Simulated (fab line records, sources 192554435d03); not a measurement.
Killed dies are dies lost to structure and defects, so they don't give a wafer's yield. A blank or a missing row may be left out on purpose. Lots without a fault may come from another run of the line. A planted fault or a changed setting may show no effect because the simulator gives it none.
fab line records | flow n5_finfet
record lots=7 wafers=21 last_day=17
route steps=1938 shown BEOL_M4@1099 BEOL_M5@1112 PASSIVATION@1936
lots that met no fault: from a run of the same line without faults
start_h: hours from the record's first day to the start of the lot's first wafer shown | wait_h: hours since the lot's step before | " the same as in the row above | L1.1+2: a row that stands for several wafers | - no value, or no start given | * or withheld: withheld | < > ~ a bound
route shown NAME@n: a module of which the file shows steps, and the number in the route of the first | usual: mean/standard deviation of fault-free wafers | same: alike in all rows | chamber/n: place in a boat | sites: the reading at each site | _std_site: their standard deviation | _edge_site: outer sites' mean less inner sites' | radius_mm: how far each site lies from the wafer's centre | mask NAME#n: copy n | behind: the tool/chamber that last shaped the wafer | hold: why the lot was held/for how many hours/how that ended | device: the transistor (n, p or np) that didn't switch | end of line: the same wafers' tests at the end of the route | a step without rows: its recipe alone | killed: dies lost to structure and defects at the first sort, not the wafer's yield | map: a wafer's dies, x killed, . not, _ none there
set.NAME: the setting as run; set.NAME@STEP: as run at that earlier step | model.NAME: the simulator's own value behind a step, which no gauge read
lots at some steps of the route; a table a step, a row a wafer
services: from which hour (start_h, from the record's first day; less than 0 if before it) a tool's chamber was out of use, for how many hours, and why
## steps
# step N5_BEOL_M4_ANNEAL_95
# recipe temp_c=400 time_s=240 ambient=vacuum
# step N5_BEOL_M4_SPUTTER_96
# recipe material=Cu target_thk_a=45 temp_c=-20 chamber_pressure_pa=0.07 power_w=withheld time_s=8.29
# usual throttle_valve_pct=30.1/0.93
# columns lot.wafer tool chamber start_h wait_h throttle_valve_pct
L245.2 pvd_sputter-03 - 233.76 0.1 28.5
L245.3 " - " " 31.1
L245.4 " - " " 30.5
L249.3 pvd_sputter-02 - 252.66 0.1 30.1
L249.4 " - " " 29.6
L249.6 " - " " 29.7
L250.2 pvd_sputter-01 - 258.03 0.1 29.5
L250.3 " - " " 29.9
L250.6 " - " " 30.5
L251.1 pvd_sputter-03 - 273.54 0.1 29.2
L251.4 " - " " 30.7
L251.6 " - " " 31.1
L253.1 pvd_sputter-03 - 279.69 0.1 28.4
L253.3 " - " " 31.5
L253.6 " - " " 30.9
L254.1 pvd_sputter-03 - 282.96 0.1 28.4
L254.2 " - " " 29.2
L254.4 " - " " 31.2
L255.1 pvd_sputter-03 - 293.93 0.1 28.3
L255.4 " - " " 29.3
L255.6 " - " " 31.1
# step N5_BEOL_M4_ECD_50
# recipe material=Cu target_thk_a=3000
# step N5_BEOL_M4_ANNEAL_51
# recipe temp_c=225 time_s=90 ambient=N2
# usual anneal_temp_c=225.01/0.16 wafer_temp_C_max=225.9/0.31
# columns lot.wafer tool chamber start_h wait_h anneal_temp_c wafer_temp_C_max
L245.2 rtp_anneal-02 0 234.10 0.2 224.83 225.8
L245.3 " 0 " " 225.08 226.0
L245.4 " 0 " " 224.98 225.9
L249.3 rtp_anneal-02 0 253.02 0.2 225.27 225.5
L249.4 " 0 " " 224.84 225.6
L249.6 " 0 " " 225.05 225.9
L250.2 rtp_anneal-02 0 258.27 0.1 224.96 225.7
L250.3 " 0 " " 224.98 225.9
L250.6 " 0 " " 224.90 226.1
L251.1 rtp_anneal-02 0 273.74 0.1 224.70 225.3
L251.4 " 0 " " 225.03 225.3
L251.6 " 0 " " 224.97 225.7
L253.1 rtp_anneal-01 0 279.93 0.1 224.84 226.1
L253.3 " 0 " " 225.30 226.5
L253.6 " 0 " " 225.13 226.1
L254.1 rtp_anneal-01 0 283.15 0.1 225.18 226.0
L254.2 " 0 " " 225.05 226.0
L254.4 " 0 " " 224.84 226.0
L255.1 rtp_anneal-02 0 294.13 0.1 224.91 226.4
L255.4 " 0 " " 224.84 226.0
L255.6 " 0 " " 224.87 226.0
# step N5_BEOL_M4_CMP_52
# recipe stop_on=SiOC t_overpolish_s=6.8 down_force_psi=1 platen_rpm=50 clearing_platen_down_force_psi=1.5 clearing_platen_rpm=50 post_cmp_clean=cu_alkaline target_thk_nm=40 clearing_platen_pad_velocity_m_s=0.99484 pad_velocity_m_s=0.99484
# step N5_BEOL_M4_THK_MEAS_53
# recipe thk_meas_gauge=xrf reads=Cu_of_BEOL_M4_ECD_50
# usual M4_THK=40.5/1.7
# columns lot.wafer tool chamber start_h wait_h M4_THK[nm]
L245.2 film_metro-02 - 234.64 - 40.0
L245.3 " - " " 40.1
L245.4 " - " " 40.0
L249.3 film_metro-02 - 253.53 - 36.9
L249.4 " - " " 37.8
L249.6 " - " " 39.8
L250.2 film_metro-02 - 259.15 - 41.0
L250.3 " - " " 41.6
L250.6 " - " " 42.0
L251.1 film_metro-02 - 274.33 - 40.3
L251.4 " - " " 40.5
L251.6 " - " " 40.2
L253.1 film_metro-02 - 280.52 - 40.0
L253.3 " - " " 43.9
L253.6 " - " " 42.1
L254.1 film_metro-02 - 283.74 - 41.7
L254.2 " - " " 41.4
L254.4 " - " " 41.7
L255.1 film_metro-02 - 294.72 - 39.4
L255.4 " - " " 39.8
L255.6 " - " " 38.8
# step N5_BEOL_M4_PRE_CLEAN_60
# recipe gas=NH3/H2 time_s=15 temp_c=* rf_power_w=300
# step N5_BEOL_M4_CO_CAP_55
# recipe material=Co target_thk_a=20 temp_c=200 precursor=CCTBA/H2 pressure_torr=30 time_s=102.1
# usual heater_power_w=255/13
# columns lot.wafer tool chamber start_h wait_h heater_power_w
L245.2 cvd_co-02 1 234.72 0.0 253
L245.3 " 0 " " 241
L245.4 " 1 " " 251
L249.3 cvd_co-01 0 253.60 0.0 260
L249.4 " 0 " " 269
L249.6 " 2 " " 238
L250.2 cvd_co-02 1 259.44 0.0 246
L250.3 " 0 " " 243
L250.6 " 0 " " 236
L251.1 cvd_co-01 2 274.40 0.0 242
L251.4 " 0 " " 269
L251.6 " 1 " " 274
L253.1 cvd_co-01 2 280.60 0.0 234
L253.3 " 1 " " 277
L253.6 " 1 " " 273
L254.1 cvd_co-02 2 283.90 0.0 261
L254.2 " 0 " " 237
L254.4 " 0 " " 237
L255.1 cvd_co-01 2 294.80 0.0 240
L255.4 " 2 " " 236
L255.6 " 1 " " 269
# step N5_BEOL_M4_PRE_CLEAN_56
# recipe gas=NH3 time_s=15 temp_c=withheld rf_power_w=300
# step N5_BEOL_M4_DEP_57
# recipe material=SiCN target_thk_a=80 temp_c=withheld precursor=3MS/NH3 pressure_torr=3 rf_w=202 time_s=14
# usual showerhead_plenum_p_Torr=3.661/0.0089 throttle_valve_pct=8.9/0.41
# columns lot.wafer tool chamber start_h wait_h showerhead_plenum_p_Torr throttle_valve_pct
L245.2 pecvd-04 2 234.84 0.0 3.651 8.5
L245.3 " 0 " " 3.643 9.2
L245.4 " 2 " " 3.662 8.6
L249.3 pecvd-04 1 253.72 0.0 3.672 8.7
L249.4 " 0 " " 3.650 9.3
L249.6 " 2 " " 3.657 8.7
L250.2 pecvd-04 1 259.55 0.0 3.669 8.7
L250.3 " 0 " " 3.660 9.3
L250.6 " 2 " " 3.670 8.9
L251.1 pecvd-01 0 274.52 0.0 3.668 9.2
L251.4 " 0 " " 3.673 9.2
L251.6 " 2 " " 3.675 8.4
L253.1 pecvd-03 1 280.72 0.0 3.655 9.7
L253.3 " 0 " " 3.646 9.0
L253.6 " 1 " " 3.662 9.5
L254.1 pecvd-03 0 284.02 0.0 3.657 9.1
L254.2 " 1 " " 3.668 9.7
L254.4 " 2 " " 3.669 8.1
L255.1 pecvd-03 0 294.91 0.0 3.661 9.1
L255.4 " 2 " " 3.662 8.0
L255.6 " 0 " " 3.668 9.0
# step N5_BEOL_M4_RS_MEAS_58
# recipe thk_meas_gauge=four-point-probe reads=Co_of_BEOL_M4_CO_CAP_55+Cu_of_BEOL_M4_ECD_50+Co_of_BEOL_M4_CVD_47+TaN_of_BEOL_M4_ALD_84
# usual M4_RS=0.69/0.037
# columns lot.wafer tool chamber start_h wait_h M4_RS[ohm/sq]
L245.2 film_metro-02 - 234.90 0.1 0.70
L245.3 " - " " 0.70
L245.4 " - " " 0.70
L249.3 film_metro-02 - 253.79 0.1 0.77
L249.4 " - " " 0.75
L249.6 " - " " 0.70
L250.2 film_metro-02 - 259.62 0.1 0.67
L250.3 " - " " 0.66
L250.6 " - " " 0.65
L251.1 film_metro-02 - 274.59 0.0 0.68
L251.4 " - " " 0.68
L251.6 " - " " 0.68
L253.1 film_metro-01 - 280.79 0.0 0.69
L253.3 " - " " 0.62
L253.6 " - " " 0.65
L254.1 film_metro-02 - 284.09 0.0 0.65
L254.2 " - " " 0.66
L254.4 " - " " 0.65
L255.1 film_metro-02 - 294.98 0.0 0.71
L255.4 " - " " 0.70
L255.6 " - " " 0.72
# step N5_BEOL_M4_INSPECT_59
# recipe inspect_instrument=darkfield mode=post_dep
# usual raw_defect_count=79/27
# columns lot.wafer tool chamber start_h wait_h raw_defect_count
L245.2 defect_inspect-01 - 234.93 0.0 89
L245.3 " - " " 74
L245.4 " - " " 136
L249.3 defect_inspect-02 - 253.81 0.0 71
L249.4 " - " " 71
L249.6 " - " " 64
L250.2 defect_inspect-01 - 259.65 0.0 34
L250.3 " - " " 65
L250.6 " - " " 54
L251.1 defect_inspect-02 - 274.61 0.0 62
L251.4 " - " " 69
L251.6 " - " " 89
L253.1 defect_inspect-02 - 280.82 0.0 68
L253.3 " - " " 62
L253.6 " - " " 82
L254.1 defect_inspect-02 - 284.11 0.0 43
L254.2 " - " " 79
L254.4 " - " " 107
L255.1 defect_inspect-02 - 295.01 0.0 100
L255.4 " - " " 47
L255.6 " - " " 82
# step N5_BEOL_M4_RC_MEAS_101
# usual DIBL_N=36.1/1.6 DIBL_P=35.8/2.1 IOFF_N=0.16/0.031 IOFF_P=0.21/0.034 ION_N=673/12 ION_P=461/7.2 SS_N=71.4/0.59 SS_P=73.3/0.63 VT_N=250/3.1 VT_P=-250/3.3
# columns lot.wafer tool chamber start_h wait_h DIBL_N[mV/V] DIBL_P[mV/V] IOFF_N[nA/um] IOFF_P[nA/um] ION_N[uA/um] ION_P[uA/um] SS_N[mV/dec] SS_P[mV/dec] VT_N[mV] VT_P[mV]
L245.2 prober-01 0 235.11 0.2 35.3 36.0 0.15 0.18 667 459 70.9 73.3 252 -253
L245.3 " 0 " " 33.1 32.4 0.11 0.14 661 449 70.6 72.2 254 -256
L245.4 " 0 " " 36.2 36.8 0.15 0.19 670 457 70.8 72.1 251 -255
L249.3 prober-02 0 254.15 0.3 33.5 33.2 0.13 0.17 668 463 70.3 72.5 250 -252
L249.4 " 0 " " 36.6 36.0 0.18 0.20 687 461 72.0 73.0 246 -254
L249.6 " 0 " " 33.2 32.4 0.12 0.15 671 460 70.5 72.3 253 -254
L250.2 prober-01 0 259.82 0.2 37.1 37.5 0.19 0.23 676 464 71.8 73.4 250 -248
L250.3 " 0 " " 32.4 31.9 0.11 0.15 649 451 69.9 72.0 253 -254
L250.6 " 0 " " 36.4 36.3 0.17 0.22 679 468 71.4 73.4 249 -251
L251.1 prober-01 0 274.64 0.0 38.7 38.6 0.18 0.21 669 453 72.0 73.8 247 -253
L251.4 " 0 " " 36.3 36.3 0.14 0.18 663 455 71.1 73.9 249 -255
L251.6 " 0 " " 37.9 38.0 0.17 0.21 671 453 71.6 73.8 249 -254
L253.1 prober-01 0 280.84 0.0 39.6 40.8 0.21 0.29 676 466 72.4 75.0 243 -247
L253.3 " 0 " " 37.1 36.2 0.16 0.20 670 458 71.8 72.8 249 -250
L253.6 " 0 " " 37.7 38.0 0.19 0.22 682 460 72.4 73.3 250 -247
L254.1 prober-01 0 284.14 0.0 32.9 31.4 0.10 0.15 633 446 70.2 71.6 260 -256
L254.2 " 0 " " 35.6 34.5 0.14 0.20 675 460 71.4 73.2 252 -253
L254.4 " 0 " " 34.8 34.1 0.13 0.19 660 449 70.8 72.9 251 -253
L255.1 prober-02 0 295.03 0.0 36.1 36.2 0.17 0.25 675 465 72.4 74.2 247 -245
L255.4 " 0 " " 35.5 35.8 0.16 0.23 671 468 71.3 74.2 248 -247
L255.6 " 0 " " 36.2 37.0 0.16 0.25 672 470 71.8 73.3 250 -246
# step N5_BEOL_M5_ILD_DEP_00
# recipe material=SiCOH_lowk target_thk_a=1406.4 temp_c=300 precursor=DEMS/porogen pressure_torr=5 rf_w=500 time_s=25.9
# step N5_BEOL_M5_CURE_79
# recipe temp_c=385 time_s=240 ambient=He/Ar material=SiCOH_lowk
# step N5_BEOL_M5_THK_MEAS_01
# recipe reads=SiCOH_lowk_of_BEOL_M5_ILD_DEP_00
# usual M5_ILD_THK=121.2/1.7
# columns lot.wafer tool chamber start_h wait_h M5_ILD_THK[nm]
L245.2 film_metro-01 - 236.50 0.4 120.8
L245.3 " - " " 120.2
L245.4 " - " " 122.1
L249.3 film_metro-01 - 255.39 0.3 123.3
L249.4 " - " " 124.1
L249.6 " - " " 123.8
L250.2 film_metro-01 - 261.22 0.4 118.6
L250.3 " - " " 119.3
L250.6 " - " " 120.9
L251.1 film_metro-02 - 276.17 0.4 121.2
L251.4 " - " " 123.1
L251.6 " - " " 122.5
L253.1 film_metro-01 - 282.95 0.8 120.6
L253.3 " - " " 120.0
L253.6 " - " " 122.0
L254.1 film_metro-01 - 285.67 0.4 123.1
L254.2 " - " " 121.8
L254.4 " - " " 125.0
L255.1 film_metro-02 - 296.58 0.4 118.8
L255.4 " - " " 121.4
L255.6 " - " " 120.0
# step N5_BEOL_M5_PECVD_70
# recipe material=SiO2 target_thk_a=160 temp_c=400 precursor=TEOS/O2 pressure_torr=5.5 rf_w=450 teos_flow_sccm=53.8 gas=O2 flow_sccm=3000 time_s=18
# usual chamber_pressure_Torr=5.499/0.012 heater_power_outer_w=440/51 heater_power_w=745/65 showerhead_plenum_p_Torr=8.77/0.04 throttle_valve_pct=22.1/1.3
# columns lot.wafer tool chamber start_h wait_h chamber_pressure_Torr heater_power_outer_w heater_power_w showerhead_plenum_p_Torr throttle_valve_pct
L245.2 pecvd-04 2 236.54 0.0 5.499 442 728 8.78 21.3
L245.3 " 0 " " 5.508 385 736 8.75 22.9
L245.4 " 2 " " 5.473 453 714 8.76 21.4
L249.3 pecvd-02 0 255.42 0.0 5.513 427 680 8.83 21.5
L249.4 " 1 " " 5.500 341 621 8.86 23.9
L249.6 " 2 " " 5.490 476 808 8.72 24.0
L250.2 pecvd-03 0 261.25 0.0 5.485 496 822 8.74 22.3
L250.3 " 1 " " 5.505 402 755 8.77 23.9
L250.6 " 1 " " 5.500 413 717 8.79 23.6
L251.1 pecvd-04 2 276.21 0.0 - - - - -
L251.4 " 1 " " - - - - -
L251.6 " 0 " " - - - - -
L253.1 pecvd-02 0 282.99 0.0 - - - - -
L253.3 " 1 " " - - - - -
L253.6 " 0 " " - - - - -
L254.1 pecvd-03 1 285.71 0.0 - - - - -
L254.2 " 2 " " - - - - -
L254.4 " 0 " " - - - - -
L255.1 pecvd-04 2 296.61 0.0 5.501 427 694 8.74 21.1
L255.4 " 0 " " 5.485 317 641 8.74 22.7
L255.6 " 1 " " 5.471 546 838 8.81 21.6
# step N5_BEOL_M5_HM_DEP_02
# recipe material=TiN target_thk_a=200 temp_c=25 chamber_pressure_pa=0.49996
# usual throttle_valve_pct=30.0/0.94
# columns lot.wafer tool chamber start_h wait_h throttle_valve_pct
L245.2 pvd_sputter-02 - 238.72 2.2 30.3
L245.3 " - " " 29.6
L245.4 " - " " 29.1
L249.3 pvd_sputter-03 - 257.33 1.9 29.1
L249.4 " - " " 30.7
L249.6 " - " " 29.3
L250.2 pvd_sputter-01 - 261.97 0.7 31.5
L250.3 " - " " 29.7
L250.6 " - " " 31.5
L251.1 pvd_sputter-02 - 276.86 0.6 30.0
L251.4 " - " " 28.9
L251.6 " - " " 29.0
L253.1 pvd_sputter-03 - 283.48 0.5 30.7
L253.3 " - " " 28.8
L253.6 " - " " 29.2
L254.1 pvd_sputter-01 - 286.12 0.4 29.8
L254.2 " - " " 29.4
L254.4 " - " " 31.7
L255.1 pvd_sputter-03 - 297.17 0.5 29.3
L255.4 " - " " 31.2
L255.6 " - " " 31.3
# step N5_PASSIVATION_PROBE_49
# usual defect_limited_yield=91.0/1.5 killed_at_M0_to_M3=35/11 killed_at_M4_up=13/6 killed_at_contacts=14/6.5 killed_at_front_end=40/12 killed_at_other=4/3.4 killed_dies=106/18 killed_on_rim=14/4.7 killed_open=68/14 killed_short=35/7.7 sort_bin_5_function=5.2/0.98 sort_bin_6_memory=3.4/0.72 sort_bin_8_speed=0.02/0.24 sort_n_pass=1074/18 sort_yield_pct=91.0/1.5
# same gross_dies=1180 killed_at_back_side=0 sort_bin_4_leakage[%]=0
# columns lot.wafer tool chamber start_h wait_h defect_limited_yield[%] killed_at_M0_to_M3 killed_at_M4_up killed_at_contacts killed_at_front_end killed_at_other killed_dies killed_on_rim killed_open killed_short sort_bin_5_function[%] sort_bin_6_memory[%] sort_bin_8_speed[%] sort_n_pass sort_yield_pct[%]
L245.2 prober-02 - 337.79 0.1 91.0 28 19 10 44 5 106 12 74 32 4.8 4.0 0 1074 91.0
L245.3 prober-02 - 337.84 0.1 94.2 16 13 10 30 0 69 10 43 23 3.1 2.7 0 1111 94.2
L245.4 prober-02 - 337.89 0.2 90.8 32 20 9 44 4 109 13 65 44 6.0 2.9 0 1071 90.8
L250.2 prober-02 - 363.07 0.1 91.4 26 18 7 43 8 102 15 64 33 4.7 3.4 0 1078 91.4
L250.3 prober-02 - 363.12 0.1 91.2 26 30 8 37 3 104 6 69 26 4.8 2.9 0 1076 91.2
L250.6 prober-02 - 363.27 0.3 91.2 23 10 9 47 15 104 12 69 34 5.0 3.4 0 1076 91.2
L249.3 prober-01 - 366.62 0.1 92.0 43 9 17 23 2 94 16 68 26 4.7 3.2 0 1086 92.0
L249.4 prober-01 - 366.67 0.2 92.0 36 14 18 26 0 94 9 62 29 3.7 3.9 0 1086 92.0
L249.6 prober-01 - 366.77 0.3 91.2 35 8 23 36 2 104 13 61 42 5.0 2.9 0 1076 91.2
L251.1 prober-01 - 379.54 0.0 63.0 48 317 11 59 2 437 59 84 39 32.0 4.3 0 743 63.0
L251.4 prober-01 - 379.69 0.2 64.4 24 345 9 41 1 420 97 55 29 32.4 2.9 0 760 64.4
L251.6 prober-01 - 379.79 0.3 66.2 29 315 16 38 1 399 109 68 36 30.2 3.5 0 781 66.2
L254.1 prober-01 - 382.16 0.0 64.7 36 332 15 24 9 416 25 57 32 32.2 2.7 2.20 738 62.5
L254.2 prober-01 - 382.21 0.1 64.0 32 326 9 42 16 425 116 57 43 32.0 3.1 0 755 64.0
L254.4 prober-01 - 382.31 0.2 65.1 48 317 12 28 7 412 10 74 29 31.4 3.1 0 768 65.1
L253.1 prober-01 - 386.88 0.0 64.8 46 308 12 45 4 415 15 51 51 30.5 3.7 0 765 64.8
L253.3 prober-01 - 386.98 0.1 61.4 37 352 13 52 1 455 52 70 34 34.8 3.6 0 725 61.4
L253.6 prober-01 - 387.13 0.3 63.6 47 312 8 61 1 429 15 81 42 31.9 4.2 0 751 63.6
# killed by level:class
L245.2 DUMMY_GATE:geometric_particle:open=11 MOL_CONTACT_COAG:geometric_particle:open=9 FIN_SAQP:geometric_particle:open=8 FIN_SAQP:geometric_particle:short=8 BEOL_M0_SAQP:geometric_particle:short=7 BEOL_M1:geometric_particle:open=7 STI_FIN_REVEAL:geometric_particle:open=6 BEOL_M0:geometric_particle:open=5
L245.3 BEOL_M1:geometric_particle:open=10 MOL_CONTACT_COAG:geometric_particle:open=6 STI_FIN_REVEAL:geometric_particle:open=5 DUMMY_GATE:geometric_particle:open=5 FIN_SAQP:geometric_particle:open=4 FIN_SAQP:geometric_particle:short=4 BEOL_M4:geometric_particle:short=4 ILD0:geometric_particle:short=3
L245.4 BEOL_M4:geometric_particle:short=12 FIN_SAQP:geometric_particle:short=10 FIN_SAQP:geometric_particle:open=9 BEOL_M0_SAQP:geometric_particle:open=9 STI_FIN_REVEAL:geometric_particle:open=8 MOL_CONTACT_COAG:geometric_particle:open=8 BEOL_M1:geometric_particle:open=8 BEOL_M0_SAQP:geometric_particle:short=6
L250.2 STI_FIN_REVEAL:geometric_particle:open=14 BEOL_M4:geometric_particle:open=12 FIN_SAQP:geometric_particle:short=7 MOL_CONTACT_COAG:geometric_particle:open=6 BEOL_M2:geometric_particle:open=6 DUMMY_GATE:geometric_particle:open=5 BEOL_M0_SAQP:geometric_particle:short=5 BEOL_M0:geometric_particle:open=4
L250.3 BEOL_M4:geometric_particle:open=12 STI_FIN_REVEAL:geometric_particle:open=8 HKMG_FIN:area_etch=8 MOL_CONTACT_COAG:geometric_particle:open=7 BEOL_M0_SAQP:geometric_particle:open=7 BEOL_M1:geometric_particle:open=7 BEOL_M5:geometric_particle:open=7 BEOL_M0_SAQP:geometric_particle:short=6
L250.6 FIN_SAQP:geometric_particle:open=13 FIN_SAQP:geometric_particle:short=11 MOL_CONTACT_COAG:geometric_particle:open=8 BEOL_M0_SAQP:geometric_particle:open=8 MIM_TOP:geometric_particle:open=6 STI_FIN_REVEAL:geometric_particle:open=5 DUMMY_GATE:geometric_particle:open=5 PAD_METAL:geometric_particle:short=5
L249.3 MOL_CONTACT_COAG:geometric_particle:open=14 BEOL_M0_SAQP:geometric_particle:open=12 BEOL_M1:geometric_particle:open=12 BEOL_M0:geometric_particle:open=8 FIN_SAQP:geometric_particle:short=6 FIN_SAQP:geometric_particle:open=5 BEOL_M0_SAQP:geometric_particle:short=5 MOL_CONTACT_COAG:geometric_particle:short=3
L249.4 MOL_CONTACT_COAG:geometric_particle:open=13 BEOL_M0_SAQP:geometric_particle:short=9 BEOL_M3:geometric_particle:open=8 BEOL_M0_SAQP:geometric_particle:open=7 STI_FIN_REVEAL:geometric_particle:open=5 MOL_CONTACT_COAG:geometric_particle:short=5 FIN_SAQP:geometric_particle:short=4 DUMMY_GATE:geometric_particle:open=4
L249.6 MOL_CONTACT_COAG:geometric_particle:open=15 BEOL_M0_SAQP:geometric_particle:short=14 MOL_CONTACT_COAG:geometric_particle:short=8 BEOL_M0_SAQP:geometric_particle:open=8 BEOL_M2:geometric_particle:open=6 FIN_SAQP:geometric_particle:short=5 FIN_SAQP:geometric_particle:open=5 STARTING-WAFER:geometric_particle:short=5
L251.1 BEOL_M5:area_pecvd=308 STI_FIN_REVEAL:geometric_particle:open=12 BEOL_M1:geometric_particle:open=11 FIN_SAQP:geometric_particle:open=10 BEOL_M0_SAQP:geometric_particle:short=10 MOL_CONTACT_COAG:geometric_particle:open=9 FIN_SAQP:geometric_particle:short=8 BEOL_M0_SAQP:geometric_particle:open=8
L251.4 BEOL_M5:area_pecvd=331 FIN_SAQP:geometric_particle:short=10 STI_FIN_REVEAL:geometric_particle:open=9 MOL_CONTACT_COAG:geometric_particle:open=8 BEOL_M2:geometric_particle:open=6 STARTING-WAFER:geometric_particle:open=5 BEOL_M1:geometric_particle:open=5 BEOL_M5:geometric_particle:open=4
L251.6 BEOL_M5:area_pecvd=293 MOL_CONTACT_COAG:geometric_particle:open=11 BEOL_M4:geometric_particle:open=11 FIN_SAQP:geometric_particle:open=9 BEOL_M0_SAQP:geometric_particle:short=9 STARTING-WAFER:geometric_particle:short=6 FIN_SAQP:geometric_particle:short=5 MOL_CONTACT_COAG:geometric_particle:short=5
L254.1 BEOL_M5:area_pecvd=323 MOL_CONTACT_COAG:geometric_particle:open=11 BEOL_M1:geometric_particle:open=8 BEOL_M2:geometric_particle:open=7 BEOL_M0_SAQP:geometric_particle:open=7 STI_FIN_REVEAL:geometric_particle:short=4 STI_FIN_REVEAL:geometric_particle:open=4 DUMMY_GATE:geometric_particle:open=4
L254.2 BEOL_M5:area_pecvd=318 FIN_SAQP:geometric_particle:short=8 BEOL_M2:geometric_particle:open=8 DUMMY_GATE:geometric_particle:open=7 MOL_CONTACT_COAG:geometric_particle:open=6 PASS1_DEP:geometric_particle:short=6 BEOL_M0_SAQP:geometric_particle:open=5 BEOL_M3:geometric_particle:open=5
L254.4 BEOL_M5:area_pecvd=307 MOL_CONTACT_COAG:geometric_particle:open=10 BEOL_M1:geometric_particle:open=9 BEOL_M0_SAQP:geometric_particle:open=8 BEOL_M3:geometric_particle:open=8 BEOL_M2:geometric_particle:open=7 BEOL_M0:geometric_particle:open=5 BEOL_M0_SAQP:geometric_particle:short=5
L253.1 BEOL_M5:area_pecvd=304 BEOL_M0_SAQP:geometric_particle:open=17 BEOL_M0_SAQP:geometric_particle:short=15 MOL_CONTACT_COAG:geometric_particle:open=8 DUMMY_GATE:geometric_particle:open=6 HKMG_FIN:area_etch=5 FIN_SAQP:geometric_particle:short=4 FIN_CUT:geometric_particle:short=4
L253.3 BEOL_M5:area_pecvd=349 STI_FIN_REVEAL:geometric_particle:open=14 FIN_SAQP:geometric_particle:open=10 MOL_CONTACT_COAG:geometric_particle:open=10 BEOL_M0_SAQP:geometric_particle:open=10 FIN_SAQP:geometric_particle:short=9 BEOL_M0_SAQP:geometric_particle:short=9 STI_FIN_REVEAL:geometric_particle:short=8
L253.6 BEOL_M5:area_pecvd=304 STI_FIN_REVEAL:geometric_particle:open=17 BEOL_M0_SAQP:geometric_particle:open=17 FIN_SAQP:geometric_particle:open=12 BEOL_M0_SAQP:geometric_particle:short=12 FIN_SAQP:geometric_particle:short=10 STI_FIN_REVEAL:geometric_particle:short=6 MOL_CONTACT_COAG:geometric_particle:open=6
# map L251.1 (x killed, . not)
_________________.........x..________________
______________x.............x..x_____________
___________........xx...x..........__________
__________....x......x...x.........._________
________............x......x..x....x.._______
_______..x..x..x.......x........x.....x______
______xx.x..xx.x.x....x..........x......_____
_____..x.x...x.xx..x.....................____
____...x.x............x....x..............___
___xxx..x....x.x.x.....x.x..x..............__
___.xx....xx...x.xxxxx..x..x...........x...__
__xxx.x...xx..x.x......x..xx.............x.._
__.xxxxxxx..x..xx..x...xx.......x..xx.x....._
_.x.xxx...xx..x..x....x.x........x...........
_xxxxxxxxx..xxxx.x..x...x..........x.xx...x..
_x.xx.x..xxxx...xxxx.x.xx......x...x.......x.
_xxxx.xx...x.xx..xx...x....x..x..............
_xxxxxx...xxxxxxx.xx.x......x......x..xx.....
_xxx..xx.x..xx..xx..x.....x...xx.x.x.x.......
_xx..xxxxxxxxxxx.xx.......x..x....x.....x..xx
_xxx..x...x....x.x.xx...xxx......x...........
__xxxxxxx.xxxxx....x...xx...xxxx............_
__xx.xx.xxxxxx...xxx...x....x.x............._
___.x.xxxxxxx.xxx.xxx.x.......x....x.xxx...__
___xx..xxxx...xx..xxx..xx..x...xx....x.....__
____xxxxxx.xx.xx.xxxx.x..xxx.x....x.x.x...___
_____x.xx...xx..xxxxxxx.xx.x.........xx.x____
______xxxxxxxxxx.xxxx.xx..xx......x...x._____
_______xxx.xxxxxxx.x.xxxx......xxxx....______
________.xxxx.x..xx.x.xx....x...x..x.._______
__________xxxx..x.x.xxx..x.xx.xx...._________
___________x.xx..xx.xxxxxx.x.....x.__________
______________xxxxxxxx.xxx...xx._____________
_________________.xxx.xx.xx.x________________
# map L253.3 (x killed, . not)
_________________xx..xxxxxxx.________________
______________xxx.xxxx.xxxx...xx_____________
___________.xxxxxxxxxxxx.xxxxx.xxx.__________
__________.xxxx.xxxx.xxxxxxxx.xxxxxx_________
________x.xx.xxxxxxxxxxxxx.xxxxxx.x..._______
_______x.xxxxxx.xxxx...x.x.x....xxxx.xx______
______xx.xxxxxxxxxxxxx.xx...x....xx.xx.._____
_____...xxxxxxxxxx.xx.x.x.xxxxxx...xxxxx.____
____x.x..xxxxx.x...xxxx.x.xxxx.xx..xxx..xx___
___.x.xxxxxxxx...xxx.x.x.xxx..x...xxxx.x..x__
___xxx.xx.xx.xxxx.xx.xx.xx.xxx.xxx..x.xx.xx__
__..xx.x.xxx.x.x.xxx...xx.x.x.x..x...xxxx..x_
__.xx..xx...xx.xx.x.xx.xx.xx.x.xx.........x._
_x..xx...x.x.....x...xxx.xxxxx.x..xxxxx....x.
_..x......xxxxxxxxxxxxx.xx.x..........xxx..x.
_x.xx..xxxx.xxx..x..xx.x......x.xx.x.x.......
_x...x......x.xx.x.x............x....x....x..
_..xxxxxx.....x.x....x...x.xx.x..............
_.xx...xxx..xxx.x..xx.x....xx.x......xx......
_xx.................xx........x..............
_.......x...xx...x.xx..x.......x...x.....x...
__x......xx...x.xx.........x....xx..x......x_
__.........x.............x...xx...x..x......_
___.x....xxx.x..x....x.x....xx.x...x.....x.__
___............x..........x.x...xx..xx...x.__
____.......x......x.......x..x............___
_____....x......x...x.....xx...........x.____
______.....x..x...............xx........_____
_______x....x.......x...x..........x...______
________....x..............x..x.x..x.._______
__________......x.x................._________
___________..............x..x.....x__________
______________.................._____________
_________________..........x.________________
## services
# columns tool chamber start_h hours kind
cvd_co-01 - 210.55 14.6 pm
pecvd-03 1 218.34 4.4 repair
pecvd-04 0 223.66 2.1 scheduled_down
cvd_co-02 - 225.15 6.0 pm
pecvd-04 1 235.87 5.5 scheduled_down
pecvd-04 2 237.47 1.8 repair
pvd_sputter-01 - 246.25 3.0 repair
pecvd-01 0 248.25 4.4 repair
pecvd-03 1 249.05 5.5 scheduled_down
pecvd-01 1 260.05 5.9 repair
pecvd-02 - 265.18 2.9 repair
pecvd-02 - 268.09 2.8 pm
pecvd-03 - 273.89 2.8 pm
## key
first_sign step=N5_BEOL_M5_PECVD_70 reading=tool_record direction=missing
effect step=N5_PASSIVATION_PROBE_49 reading=killed_at_M4_up direction=up sigmas=52 usual=13 struck=325
more_kills_born_at N5_BEOL_M5_PECVD_70@pecvd-02=957 N5_BEOL_M5_PECVD_70@pecvd-03=948 N5_BEOL_M5_PECVD_70@pecvd-04=932
met_at N5_BEOL_M5_PECVD_70
struck_wafers L251.1,L251.4,L251.6,L253.1,L253.3,L253.6,L254.1,L254.2,L254.4
onset_between 261.25 276.21
fault kind=skipped_step_whole tool=pecvd-02,pecvd-03,pecvd-04 chamber=- onset_h=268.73 steps=N5_BEOL_M5_PECVD_70 scope=struck_lots_only
